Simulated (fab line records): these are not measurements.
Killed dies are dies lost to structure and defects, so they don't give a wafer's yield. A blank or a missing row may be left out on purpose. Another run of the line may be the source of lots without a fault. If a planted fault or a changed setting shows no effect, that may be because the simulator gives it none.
Split-lot trial ; flow n5 finfet ; on a route of 1938 steps: 7 lots, 21 wafers read

## ABOUT THE SPLIT
At N5_BEOL_M14_PEB_08 (peb time 90 s), the setting peb temp c was moved away from the recipe's 130 C on 9 of the 21 wafers read, by -2.8% to +2.2%. The other wafers ran this setting at the recipe's value.

## FROM THE SPLIT TO THE READING: what the file shows between them, 5 steps
- N5_BEOL_M14_DEVELOP_09: develop time 45 s
- N5_BEOL_M14_HARDBAKE_14: time 120 s
- N5_BEOL_M14_CD_MEAS_10: target cd 250 nm
- N5_BEOL_M14_STRIP_71: strips in post etch residue remover, time 60 s
- N5_BEOL_M14_SRD_72: time 30 s, dry time 30 s

## THE READING
At N5_BEOL_M14_CD_MEAS_17: cd nm in nanometres, against a target cd of 250 nm. Typical for fault-free wafers on this fab line: 251.2 nm, with standard deviation 1.9 nm.

wafer;tool, chamber at the split;peb temp c as run, C;against the recipe;cd nm, nm;against lot-mates on the recipe
L074.1;litho track-05, 0;126.3;-2.8%;231.2;-20.9
L074.2;litho track-05, 0;130;recipe;252.1;-
L074.3;litho track-05, 0;126.3;-2.8%;219.5;-32.6
L081.1;litho track-05, 0;127.7;-1.8%;239.4;no lot-mate on the recipe
L081.3;litho track-05, 0;127.7;-1.8%;240.1;no lot-mate on the recipe
L081.4;litho track-05, 0;127.7;-1.8%;240.7;no lot-mate on the recipe
L086.3;litho track-05, 0;130;recipe;251.8;-
L086.4;litho track-05, 0;130;recipe;257.1;-
L086.5;litho track-05, 0;130;recipe;258.0;-
L090.1;litho track-05, 0;130;recipe;251.2;-
L090.3;litho track-05, 0;130;recipe;251.7;-
L090.4;litho track-05, 0;130;recipe;252.3;-
L092.3;litho track-04, 0;130;recipe;262.0;-
L092.5;litho track-04, 0;130;recipe;250.7;-
L092.6;litho track-04, 0;132.8;+2.2%;274.2;+17.8
L095.3;litho track-03, 0;130;recipe;257.5;-
L095.4;litho track-03, 0;130;recipe;260.9;-
L095.6;litho track-03, 0;130;recipe;252.0;-
L096.1;litho track-03, 0;128.5;-1.2%;255.6;no lot-mate on the recipe
L096.3;litho track-03, 0;128.5;-1.2%;255.6;no lot-mate on the recipe
L096.4;litho track-03, 0;128.5;-1.2%;246.9;no lot-mate on the recipe

THE FIT
A straight line over all 21 wafers: cd nm changes by +8.96 nm for each +1% of peb temp c; r = +0.90; the points scatter about the line by 5.2 nm.
The same after taking each lot's own level away (the mean of its wafers on the recipe; 15 wafers): +9.11 nm for each +1%; r = +0.94; scatter 3.9 nm.
That fit puts the effect of the largest move of peb temp c on the reading at 26 nm.
Measured against the standard deviation above, the lots' own levels, which go from 251.73 to 256.80 nm, span 2.7 times it.
The two slopes agree, so the slope changes little with the lot-to-lot level.
Check: -29.8 nm against its lot-mates is what the line predicts for one of the wafers moved furthest among these (-2.8%) when that wafer is left out of the fit. Against them it came out at -20.9 nm.

## THE WHOLE CHAIN: every reading that the file lists as answering this split, in the file's order
step;what it does;reading;change (the file's fit);r (the file's)
N5_BEOL_M14_CD_MEAS_17;target cd 250 nm;cd nm;+8.99 nm for each +1% of the setting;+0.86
N5_BEOL_M14_CD_MEAS_10;target cd 250 nm;cd nm;+6.96 nm for each +1% of the setting, in a fit together with dose mj@BEOL_M14_EXPOSE_07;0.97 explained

## THE FILE'S OWN FIT
cd nm changes by +8.99 nm for each +1% of peb temp c, r = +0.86.
